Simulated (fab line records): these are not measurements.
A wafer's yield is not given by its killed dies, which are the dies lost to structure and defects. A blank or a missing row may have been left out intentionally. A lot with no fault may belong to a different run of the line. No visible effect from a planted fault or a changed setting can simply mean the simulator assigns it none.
Which tool is to blame? + flow n5_finfet + Sampling: 24 lots, 72 wafers, 6 of 1938 route steps

## WHAT THE GAUGES READ, wafer by wafer
The record lacks any reading of a measuring or inspecting step that a usual standard deviation could be used to judge.

## EACH LOT AND THE TOOL THAT RAN IT (in order: tool; ch and the chambers of the sampled wafers; start)
| lot  | N5_GATE_CUT_ETCHBACK_30          | N5_GATE_CUT_VAPOR_ETCH_49         | N5_GATE_CUT_CMP_61            | N5_MOL_CONTACT_COAG_TI_SIL_19 | N5_MOL_CONTACT_COAG_ANNEAL_113   | N5_MOL_CONTACT_COAG_ETCH_89        |
|------|----------------------------------|-----------------------------------|-------------------------------|-------------------------------|----------------------------------|------------------------------------|
| L074 | rie_metal-01 ch 0,1, day 4 11:05 | rie_metal-01 ch 0,1, day 4 15:30  | cmp-04 ch 1,2,3, day 4 18:02  | pvd_sputter-03, day 4 19:47   | rtp_anneal-01 ch 0, day 4 21:28  | rie_diel-01 ch 0,1,3, day 5 03:56  |
| L075 | rie_metal-01 ch 0,1, day 4 16:42 | rie_metal-02 ch 0,1, day 4 20:46  | cmp-04 ch 1,3, day 4 23:19    | pvd_sputter-02, day 5 01:30   | rtp_anneal-01 ch 0, day 5 03:35  | rie_diel-01 ch 1,3, day 5 10:01    |
| L076 | rie_metal-02 ch 0,1, day 5 00:04 | rie_metal-02 ch 0,1, day 5 04:17  | cmp-01 ch 1,2,3, day 5 06:53  | pvd_sputter-02, day 5 09:26   | rtp_anneal-02 ch 0, day 5 11:07  | rie_diel-01 ch 1,2,3, day 5 17:30  |
| L077 | rie_metal-02 ch 0,1, day 5 03:40 | rie_metal-01 ch 0,1, day 5 07:50  | cmp-02 ch 0,3, day 5 10:26    | pvd_sputter-01, day 5 12:42   | rtp_anneal-02 ch 0, day 5 14:46  | rie_diel-01 ch 0,1,2, day 5 21:11  |
| L078 | rie_metal-03 ch 0,1, day 5 11:15 | rie_metal-02 ch 0,1, day 5 15:20  | cmp-02 ch 2,3, day 5 18:03    | pvd_sputter-03, day 5 20:46   | rtp_anneal-01 ch 0, day 5 22:47  | rie_diel-05 ch 2,3, day 6 04:19    |
| L079 | rie_metal-03 ch 0,1, day 5 13:41 | rie_metal-02 ch 1, day 5 17:58    | cmp-04 ch 0,1,3, day 5 20:50  | pvd_sputter-02, day 5 22:37   | rtp_anneal-01 ch 0, day 6 01:49  | rie_diel-03 ch 0,1, day 6 07:56    |
| L080 | rie_metal-03 ch 0,1, day 5 22:19 | rie_metal-02 ch 0,1, day 6 02:40  | cmp-04 ch 0,2,3, day 6 05:19  | pvd_sputter-02, day 6 08:39   | rtp_anneal-01 ch 0, day 6 10:34  | rie_diel-01 ch 0,1, day 6 15:47    |
| L081 | rie_metal-03 ch 0,1, day 6 04:28 | rie_metal-01 ch 0,1, day 6 08:40  | cmp-04 ch 0,1,2, day 6 11:18  | pvd_sputter-03, day 6 16:48   | rtp_anneal-01 ch 0, day 6 18:55  | rie_diel-03 ch 0,1, day 7 00:28    |
| L082 | rie_metal-01 ch 0,1, day 6 10:19 | rie_metal-03 ch 0,1, day 6 14:51  | cmp-02 ch 0,1, day 6 17:25    | pvd_sputter-01, day 6 19:03   | rtp_anneal-01 ch 0, day 6 20:57  | rie_diel-03 ch 0,1, day 7 02:59    |
| L083 | rie_metal-01 ch 1, day 6 14:19   | rie_metal-02 ch 0,1, day 6 18:37  | cmp-02 ch 0,2,3, day 6 21:12  | pvd_sputter-01, day 6 22:52   | rtp_anneal-01 ch 0, day 7 01:32  | rie_diel-01 ch 0,1,2, day 7 08:01  |
| L084 | rie_metal-01 ch 0,1, day 6 21:17 | rie_metal-03 ch 0,1, day 7 01:28  | cmp-01 ch 0,2,3, day 7 04:07  | pvd_sputter-02, day 7 06:20   | rtp_anneal-01 ch 0, day 7 08:34  | rie_diel-03 ch 0,1,2, day 7 14:19  |
| L085 | rie_metal-02 ch 1, day 7 01:52   | rie_metal-02 ch 1, day 7 06:25    | cmp-02 ch 1,2,3, day 7 09:01  | pvd_sputter-02, day 7 11:48   | rtp_anneal-01 ch 0, day 7 13:43  | rie_diel-03 ch 0,1, day 7 18:43    |
| L086 | rie_metal-03 ch 0,1, day 7 12:50 | rie_metal-03 ch 0,1, day 7 16:59  | cmp-04 ch 1,3, day 7 19:31    | pvd_sputter-03, day 8 04:52   | rtp_anneal-01 ch 0, day 8 07:23  | rie_diel-01 ch 0,1,2, day 8 13:25  |
| L087 | rie_metal-02 ch 0,1, day 7 18:01 | rie_metal-01 ch 1, day 7 22:37    | cmp-04 ch 1,2, day 8 01:12    | pvd_sputter-03, day 8 05:13   | rtp_anneal-01 ch 0, day 8 09:19  | rie_diel-01 ch 2,3, day 8 15:46    |
| L088 | rie_metal-03 ch 0, day 7 22:19   | rie_metal-02 ch 0, day 8 02:32    | cmp-02 ch 0,1, day 8 05:04    | pvd_sputter-01, day 8 14:26   | rtp_anneal-01 ch 0, day 8 16:24  | rie_diel-03 ch 1,2, day 8 22:20    |
| L089 | rie_metal-03 ch 0, day 8 02:57   | rie_metal-02 ch 0,1, day 8 07:17  | cmp-04 ch 0,1,3, day 8 09:54  | pvd_sputter-01, day 8 14:20   | rtp_anneal-02 ch 0, day 8 16:24  | rie_diel-05 ch 1,2,3, day 8 21:42  |
| L090 | rie_metal-02 ch 0,1, day 8 08:48 | rie_metal-02 ch 0,1, day 8 13:02  | cmp-01 ch 0,2, day 8 15:35    | pvd_sputter-02, day 8 17:21   | rtp_anneal-01 ch 0, day 8 19:03  | rie_diel-03 ch 2,3, day 9 02:47    |
| L091 | rie_metal-01 ch 0,1, day 8 14:31 | rie_metal-01 ch 0,1, day 8 18:35  | cmp-02 ch 0,1,3, day 8 21:33  | pvd_sputter-01, day 8 23:25   | rtp_anneal-02 ch 0, day 9 03:02  | rie_diel-01 ch 0,1,2, day 9 08:59  |
| L092 | rie_metal-03 ch 0,1, day 8 22:37 | rie_metal-03 ch 0,1, day 9 02:49  | cmp-04 ch 0,3, day 9 05:22    | pvd_sputter-03, day 9 08:22   | rtp_anneal-01 ch 0, day 9 10:12  | rie_diel-01 ch 0,1,3, day 9 16:49  |
| L093 | rie_metal-01 ch 0,1, day 9 09:19 | rie_metal-01 ch 0,1, day 9 13:30  | cmp-01 ch 0,2,3, day 9 16:05  | pvd_sputter-01, day 9 17:33   | rtp_anneal-01 ch 0, day 9 21:39  | rie_diel-05 ch 1,3, day 10 03:46   |
| L094 | rie_metal-01 ch 0,1, day 9 10:13 | rie_metal-01 ch 1, day 9 15:00    | cmp-01 ch 0,2, day 9 17:32    | pvd_sputter-03, day 9 20:22   | rtp_anneal-01 ch 0, day 9 22:15  | rie_diel-03 ch 0,1,3, day 10 04:22 |
| L095 | rie_metal-03 ch 0,1, day 9 21:49 | rie_metal-02 ch 0,1, day 10 02:02 | cmp-02 ch 0,2,3, day 10 04:42 | pvd_sputter-02, day 10 06:46  | rtp_anneal-01 ch 0, day 10 09:40 | rie_diel-05 ch 2,3, day 10 16:18   |
| L096 | rie_metal-03 ch 0,1, day 9 22:38 | rie_metal-03 ch 0,1, day 10 02:55 | cmp-02 ch 0,1,2, day 10 05:38 | pvd_sputter-01, day 10 08:19  | rtp_anneal-01 ch 0, day 10 10:52 | rie_diel-01 ch 0,1,2, day 10 16:56 |
| L097 | rie_metal-02 ch 0, day 10 05:25  | rie_metal-03 ch 0,1, day 10 09:29 | cmp-04 ch 0,3, day 10 12:45   | pvd_sputter-01, day 10 14:49  | rtp_anneal-02 ch 0, day 10 16:48 | rie_diel-03 ch 1,2,3, day 10 22:55 |
- N5_GATE_CUT_ETCHBACK_30: etches TiN in Cl2/Ar, target depth 3 nm.
- N5_GATE_CUT_VAPOR_ETCH_49: etches TiAlC in BCl3/Cl2.
- N5_GATE_CUT_CMP_61: polishes, stops on SiNx, t overpolish 3 s.
- N5_MOL_CONTACT_COAG_TI_SIL_19: material Ti, target thk 4.2 nm, time 15 s.
- N5_MOL_CONTACT_COAG_ANNEAL_113: time 300 s.
- N5_MOL_CONTACT_COAG_ETCH_89: etches underlayer in N2/H2, target depth 13 nm, time 10.4 s.

## AS READ BY THE TOOLS THEMSELVES (means over the sampled wafers that have a number; for cases with no such wafer, the mark the record gives instead)
N5_GATE_CUT_ETCHBACK_30. Usual: chamber_pressure_mTorr 9.999 mTorr, standard deviation 0.0097; drypump_motor_current_A 5.99 A, standard deviation 0.25; oes_product_au 0.78 a.u., standard deviation 0.13; throttle_valve_pct 20.78 %, standard deviation 0.21.
| lot  | tool         | chamber_pressure_mTorr (mTorr) | drypump_motor_current_A (A) | oes_product_au (a.u.) | throttle_valve_pct (%) | flag |
|------|--------------|--------------------------------|-----------------------------|-----------------------|------------------------|------|
| L074 | rie_metal-01 | 9.989                          | 6.23                        | 0.70                  | 20.67                  |      |
| L075 | rie_metal-01 | 10.006                         | 6.23                        | 0.70                  | 20.66                  |      |
| L076 | rie_metal-02 | 9.999                          | 6.05                        | 0.78                  | 20.64                  |      |
| L077 | rie_metal-02 | 9.991                          | 6.04                        | 0.77                  | 20.65                  |      |
| L078 | rie_metal-03 | 9.993                          | 5.88                        | 0.78                  | 20.96                  |      |
| L079 | rie_metal-03 | 10.008                         | 5.91                        | 0.68                  | 20.92                  |      |
| L080 | rie_metal-03 | 9.990                          | 5.88                        | 0.77                  | 20.96                  |      |
| L081 | rie_metal-03 | 9.999                          | 5.91                        | 0.68                  | 20.92                  |      |
| L082 | rie_metal-01 | 9.998                          | 6.23                        | 0.68                  | 20.68                  |      |
| L083 | rie_metal-01 | 9.997                          | 6.39                        | 0.73                  | 20.49                  |      |
| L084 | rie_metal-01 | 9.987                          | 6.11                        | 0.64                  | 20.87                  |      |
| L085 | rie_metal-02 | 9.999                          | 6.25                        | 0.67                  | 20.58                  |      |
| L086 | rie_metal-03 | 9.999                          | 5.87                        | 0.76                  | 20.96                  |      |
| L087 | rie_metal-02 | 9.997                          | 5.85                        | 0.84                  | 20.74                  |      |
| L088 | rie_metal-03 | 9.998                          | 5.82                        | 0.85                  | 20.99                  |      |
| L089 | rie_metal-03 | 10.008                         | 5.83                        | 0.85                  | 20.99                  |      |
| L090 | rie_metal-02 | 10.000                         | 5.82                        | 0.84                  | 20.74                  |      |
| L091 | rie_metal-01 | 9.991                          | 6.24                        | 0.80                  | 20.54                  |      |
| L092 | rie_metal-03 | 10.001                         | 5.90                        | 0.87                  | 20.87                  |      |
| L093 | rie_metal-01 | 10.005                         | 6.08                        | 0.88                  | 20.59                  |      |
| L094 | rie_metal-01 | 10.004                         | 6.24                        | 0.79                  | 20.55                  |      |
| L095 | rie_metal-03 | 9.999                          | 5.88                        | 0.86                  | 20.88                  |      |
| L096 | rie_metal-03 | 10.003                         | 5.89                        | 0.87                  | 20.87                  |      |
| L097 | rie_metal-02 | 10.001                         | 5.64                        | 0.90                  | 20.82                  |      |

N5_GATE_CUT_VAPOR_ETCH_49. Usual: drypump_motor_current_A 6.03 A, standard deviation 0.29; oes_product_au 0.78 a.u., standard deviation 0.13.
| lot  | tool         | drypump_motor_current_A (A) | oes_product_au (a.u.) | flag |
|------|--------------|-----------------------------|-----------------------|------|
| L074 | rie_metal-01 | 6.28                        | 0.70                  |      |
| L075 | rie_metal-02 | 6.08                        | 0.78                  |      |
| L076 | rie_metal-02 | 6.04                        | 0.78                  |      |
| L077 | rie_metal-01 | 6.23                        | 0.69                  |      |
| L078 | rie_metal-02 | 6.09                        | 0.77                  |      |
| L079 | rie_metal-02 | 6.28                        | 0.68                  |      |
| L080 | rie_metal-02 | 6.08                        | 0.77                  |      |
| L081 | rie_metal-01 | 6.26                        | 0.68                  |      |
| L082 | rie_metal-03 | 5.87                        | 0.77                  |      |
| L083 | rie_metal-02 | 6.06                        | 0.76                  |      |
| L084 | rie_metal-03 | 5.88                        | 0.76                  |      |
| L085 | rie_metal-02 | 6.32                        | 0.67                  |      |
| L086 | rie_metal-03 | 5.89                        | 0.76                  |      |
| L087 | rie_metal-01 | 6.41                        | 0.72                  |      |
| L088 | rie_metal-02 | 5.63                        | 0.93                  |      |
| L089 | rie_metal-02 | 5.84                        | 0.83                  |      |
| L090 | rie_metal-02 | 6.05                        | 0.76                  |      |
| L091 | rie_metal-01 | 6.09                        | 0.91                  |      |
| L092 | rie_metal-03 | 5.92                        | 0.91                  |      |
| L093 | rie_metal-01 | 6.08                        | 0.90                  |      |
| L094 | rie_metal-01 | 6.40                        | 0.72                  |      |
| L095 | rie_metal-02 | 6.06                        | 0.75                  |      |
| L096 | rie_metal-03 | 5.90                        | 0.89                  |      |
| L097 | rie_metal-03 | 5.90                        | 0.89                  |      |

N5_GATE_CUT_CMP_61. Usual: motor_current_A at 11.9 A, with a standard deviation of 1.5.
| lot  | tool   | motor_current_A (A) | flag |
|------|--------|---------------------|------|
| L074 | cmp-04 | 11.2                |      |
| L075 | cmp-04 | 11.3                |      |
| L076 | cmp-01 | 12.6                |      |
| L077 | cmp-02 | 13.9                |      |
| L078 | cmp-02 | 12.4                |      |
| L079 | cmp-04 | 10.5                |      |
| L080 | cmp-04 | 10.7                |      |
| L081 | cmp-04 | 11.1                |      |
| L082 | cmp-02 | 12.7                |      |
| L083 | cmp-02 | 12.9                |      |
| L084 | cmp-01 | 13.0                |      |
| L085 | cmp-02 | 12.4                |      |
| L086 | cmp-04 | 10.5                |      |
| L087 | cmp-04 | 12.5                |      |
| L088 | cmp-02 | 12.4                |      |
| L089 | cmp-04 | 10.5                |      |
| L090 | cmp-01 | 13.2                |      |
| L091 | cmp-02 | 12.4                |      |
| L092 | cmp-04 | 9.2                 |      |
| L093 | cmp-01 | 13.3                |      |
| L094 | cmp-01 | 13.0                |      |
| L095 | cmp-02 | 13.3                |      |
| L096 | cmp-02 | 12.4                |      |
| L097 | cmp-04 | 9.5                 |      |

N5_MOL_CONTACT_COAG_TI_SIL_19. Usual: throttle_valve_pct at 30.4 %, with a standard deviation of 1.3.
| lot  | tool           | throttle_valve_pct (%) | flag |
|------|----------------|------------------------|------|
| L074 | pvd_sputter-03 | 29.1                   |      |
| L075 | pvd_sputter-02 | 30.2                   |      |
| L076 | pvd_sputter-02 | 30.7                   |      |
| L077 | pvd_sputter-01 | 31.2                   |      |
| L078 | pvd_sputter-03 | 28.9                   |      |
| L079 | pvd_sputter-02 | 30.6                   |      |
| L080 | pvd_sputter-02 | 30.5                   |      |
| L081 | pvd_sputter-03 | 29.3                   |      |
| L082 | pvd_sputter-01 | 31.4                   |      |
| L083 | pvd_sputter-01 | 31.3                   |      |
| L084 | pvd_sputter-02 | 30.0                   |      |
| L085 | pvd_sputter-02 | 30.8                   |      |
| L086 | pvd_sputter-03 | 29.3                   |      |
| L087 | pvd_sputter-03 | 29.3                   |      |
| L088 | pvd_sputter-01 | 31.5                   |      |
| L089 | pvd_sputter-01 | 31.1                   |      |
| L090 | pvd_sputter-02 | 30.2                   |      |
| L091 | pvd_sputter-01 | 31.0                   |      |
| L092 | pvd_sputter-03 | 28.8                   |      |
| L093 | pvd_sputter-01 | 31.6                   |      |
| L094 | pvd_sputter-03 | 29.0                   |      |
| L095 | pvd_sputter-02 | 30.2                   |      |
| L096 | pvd_sputter-01 | 31.1                   |      |
| L097 | pvd_sputter-01 | 31.6                   |      |

N5_MOL_CONTACT_COAG_ANNEAL_113. Usual: lamp_power_pct 2.89 %, standard deviation 0.23; lamp_zone_4_pct 2.89 %, standard deviation 0.23; lamp_zone_7_pct 3.03 %, standard deviation 0.24; wafer_temp_C_max 401.4, standard deviation 0.32.
| lot  | tool          | lamp_power_pct (%) | lamp_zone_4_pct (%) | lamp_zone_7_pct (%) | wafer_temp_C_max | flag |
|------|---------------|--------------------|---------------------|---------------------|------------------|------|
| L074 | rtp_anneal-01 | 2.77               | 2.77                | 2.91                | 401.3            |      |
| L075 | rtp_anneal-01 | 2.77               | 2.76                | 2.91                | 401.4            |      |
| L076 | rtp_anneal-02 | 3.33               | 3.33                | 3.50                | 401.2            |      |
| L077 | rtp_anneal-02 | 3.34               | 3.33                | 3.50                | 401.6            |      |
| L078 | rtp_anneal-01 | 2.77               | 2.77                | 2.91                | 401.3            |      |
| L079 | rtp_anneal-01 | 2.77               | 2.77                | 2.91                | 401.6            |      |
| L080 | rtp_anneal-01 | 2.77               | 2.77                | 2.91                | 401.4            |      |
| L081 | rtp_anneal-01 | 2.77               | 2.77                | 2.91                | 401.3            |      |
| L082 | rtp_anneal-01 | 2.77               | 2.77                | 2.91                | 401.4            |      |
| L083 | rtp_anneal-01 | 2.77               | 2.77                | 2.91                | 401.4            |      |
| L084 | rtp_anneal-01 | 2.77               | 2.77                | 2.91                | 401.4            |      |
| L085 | rtp_anneal-01 | 2.77               | 2.77                | 2.91                | 401.7            |      |
| L086 | rtp_anneal-01 | 2.77               | 2.77                | 2.91                | 401.3            |      |
| L087 | rtp_anneal-01 | 2.77               | 2.77                | 2.91                | 401.8            |      |
| L088 | rtp_anneal-01 | 2.77               | 2.77                | 2.91                | 401.4            |      |
| L089 | rtp_anneal-02 | 3.33               | 3.34                | 3.50                | 401.6            |      |
| L090 | rtp_anneal-01 | 2.77               | 2.77                | 2.91                | 401.4            |      |
| L091 | rtp_anneal-02 | 3.33               | 3.33                | 3.51                | 401.5            |      |
| L092 | rtp_anneal-01 | 2.77               | 2.77                | 2.91                | 401.4            |      |
| L093 | rtp_anneal-01 | 2.77               | 2.77                | 2.91                | 401.3            |      |
| L094 | rtp_anneal-01 | 2.77               | 2.77                | 2.91                | 401.5            |      |
| L095 | rtp_anneal-01 | 2.77               | 2.77                | 2.91                | 401.6            |      |
| L096 | rtp_anneal-01 | 2.77               | 2.77                | 2.91                | 401.0            |      |
| L097 | rtp_anneal-02 | 3.33               | 3.33                | 3.50                | 401.4            |      |

N5_MOL_CONTACT_COAG_ETCH_89. Usual: chamber_pressure_mTorr 30.00 mTorr, standard deviation 0.032; drypump_motor_current_A 5.7 A, standard deviation 0.42; etch_rf_on_time_s 10.49 s, standard deviation 0.25; n2_flow_sccm 200.0 sccm, standard deviation 0.59; oes_product_au 0.66 a.u., standard deviation 0.087; rf_vpp_V 524.4 V, standard deviation 2.8; showerhead_plenum_p_Torr 2.56 Torr, standard deviation 0.095; throttle_valve_pct 17.88 %, standard deviation 0.24.
| lot  | tool        | chamber_pressure_mTorr (mTorr) | drypump_motor_current_A (A) | etch_rf_on_time_s (s) | n2_flow_sccm (sccm) | oes_product_au (a.u.) | rf_vpp_V (V) | showerhead_plenum_p_Torr (Torr) | throttle_valve_pct (%) | flag |
|------|-------------|--------------------------------|-----------------------------|-----------------------|---------------------|-----------------------|--------------|---------------------------------|------------------------|------|
| L074 | rie_diel-01 | 30.02                          | 5.7                         | 10.36                 | 200.1               | 0.71                  | 523.5        | 2.57                            | 17.92                  |      |
| L075 | rie_diel-01 | 30.01                          | 5.8                         | 10.52                 | 199.8               | 0.66                  | 521.8        | 2.47                            | 18.20                  |      |
| L076 | rie_diel-01 | 30.03                          | 5.8                         | 10.39                 | 199.8               | 0.74                  | 524.0        | 2.54                            | 17.90                  |      |
| L077 | rie_diel-01 | 29.99                          | 5.6                         | 10.37                 | 200.1               | 0.76                  | 525.5        | 2.63                            | 17.63                  |      |
| L078 | rie_diel-05 | 29.99                          | 6.1                         | 10.46                 | 200.2               | 0.63                  | 524.4        | 2.56                            | 17.92                  |      |
| L079 | rie_diel-03 | 30.01                          | 6.2                         | 10.71                 | 200.0               | 0.59                  | 525.2        | 2.60                            | 17.94                  |      |
| L080 | rie_diel-01 | 29.98                          | 5.5                         | 10.44                 | 200.0               | 0.72                  | 526.7        | 2.65                            | 17.68                  |      |
| L081 | rie_diel-03 | 30.01                          | 6.2                         | 10.53                 | 199.5               | 0.59                  | 524.3        | 2.59                            | 17.96                  |      |
| L082 | rie_diel-03 | 30.01                          | 6.1                         | 10.50                 | 199.5               | 0.59                  | 524.1        | 2.55                            | 17.88                  |      |
| L083 | rie_diel-01 | 29.99                          | 5.6                         | 10.28                 | 200.1               | 0.75                  | 525.4        | 2.62                            | 17.67                  |      |
| L084 | rie_diel-03 | 30.00                          | 5.8                         | 10.42                 | 200.1               | 0.59                  | 523.6        | 2.54                            | 17.97                  |      |
| L085 | rie_diel-03 | 29.97                          | 6.2                         | 10.55                 | 199.3               | 0.59                  | 524.8        | 2.59                            | 17.96                  |      |
| L086 | rie_diel-01 | 30.01                          | 5.6                         | 10.31                 | 199.9               | 0.73                  | 525.9        | 2.62                            | 17.69                  |      |
| L087 | rie_diel-01 | 29.98                          | 5.6                         | 10.40                 | 199.9               | 0.76                  | 526.9        | 2.63                            | 17.82                  |      |
| L088 | rie_diel-03 | 30.03                          | 5.5                         | 10.36                 | 199.7               | 0.57                  | 522.6        | 2.49                            | 17.99                  |      |
| L089 | rie_diel-05 | 29.99                          | 5.9                         | 10.61                 | 200.8               | 0.60                  | 523.3        | 2.51                            | 17.92                  |      |
| L090 | rie_diel-03 | 29.96                          | 5.2                         | 10.35                 | 199.7               | 0.59                  | 521.6        | 2.46                            | 18.04                  |      |
| L091 | rie_diel-01 | 29.98                          | 5.6                         | 10.36                 | 200.0               | 0.72                  | 526.7        | 2.61                            | 17.69                  |      |
| L092 | rie_diel-01 | 30.01                          | 5.6                         | 10.38                 | 199.6               | 0.73                  | 526.8        | 2.65                            | 17.85                  |      |
| L093 | rie_diel-05 | 30.00                          | 5.9                         | 10.57                 | 200.2               | 0.60                  | 521.5        | 2.43                            | 17.85                  |      |
| L094 | rie_diel-03 | 30.00                          | 5.8                         | 10.71                 | 200.6               | 0.66                  | 522.9        | 2.51                            | 17.81                  |      |
| L095 | rie_diel-05 | 30.03                          | 6.1                         | 10.45                 | 199.8               | 0.61                  | 522.1        | 2.48                            | 17.90                  |      |
| L096 | rie_diel-01 | 30.01                          | 5.6                         | 10.46                 | 200.0               | 0.71                  | 525.5        | 2.61                            | 17.73                  |      |
| L097 | rie_diel-03 | 30.01                          | 5.5                         | 10.51                 | 200.3               | 0.74                  | 521.0        | 2.46                            | 17.65                  |      |

## THE ANSWER, worked out from the rows above alone
Rule: a lot counts as off when the mean over its wafers that have a number is more than 3 standard deviations away from the usual mean. Also off: a lot with no number at a reading for which 4 or more lots have one. The other lots that the step has rows for count as sound. First the gauges in route order, then the tools' own readings, where a lot's mean is used as printed above. The first step at which some lot is off is used, and at that step the reading that is off furthest; a lot without a number counts as furthest.
None of the lots is off at any reading shown; this tells nothing.

## WHAT WAS PUT IN BY THE SIMULATOR
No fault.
